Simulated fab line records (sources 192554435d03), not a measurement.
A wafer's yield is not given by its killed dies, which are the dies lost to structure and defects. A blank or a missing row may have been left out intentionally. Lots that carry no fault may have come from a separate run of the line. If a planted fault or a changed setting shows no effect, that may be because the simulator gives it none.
Matching of chambers -- flow n5 finfet -- N5_ZERO_LAYER_ETCH_18 on rie si-04: 4 sister chambers
The step etches Si in HBr/Cl2, target depth 120 nm, time 40 s. 8 wafers are shown with their chamber, then 7 later ones without.

WAFERS WITH THEIR CHAMBER
wafer,chamber,throttle valve pct (%),drypump motor current A (A)
L076.2,1,36.21,6.1
L077.1,3,35.89,6.1
L077.2,1,36.22,6.1
L081.1,2,36.14,6.7
L081.3,0,35.87,5.8
L081.6,2,36.14,6.7
L090.1,0,35.89,5.8
L090.4,3,35.87,6.2

WAFERS MISSING THEIR CHAMBER
wafer,throttle valve pct (%),drypump motor current A (A)
L090.5,35.88,5.8
L093.1,35.87,5.8
L093.3,36.25,6.1
L093.5,35.88,6.1
L095.1,35.87,6.1
L095.2,36.13,6.7
L095.4,35.87,5.8

WHICH CHAMBER EACH ONE RAN IN
wafer,from the rows above,in truth
L090.5,0,0
L093.1,0,0
L093.3,1,1
L093.5,3,3
L095.1,3,3
L095.2,2,2
L095.4,0,0
7 of 7 placed correctly. From these rows, 0 cannot be placed. 0 placed wrongly.
How it was worked out, from the rows above alone: a wafer's distance from a chamber is the root of the sum, over the readings, of the square of ((its reading less the chamber's mean) divided by the reading's scatter). The wafer belongs to the nearest chamber; if the next one is less than 2 further off, it can't be placed. Each chamber's mean is taken over the wafers shown for it. The scatter is the square root of a quotient: the sum, over the shown wafers, of each reading's squared deviation from its chamber's mean, divided by wafers minus chambers.
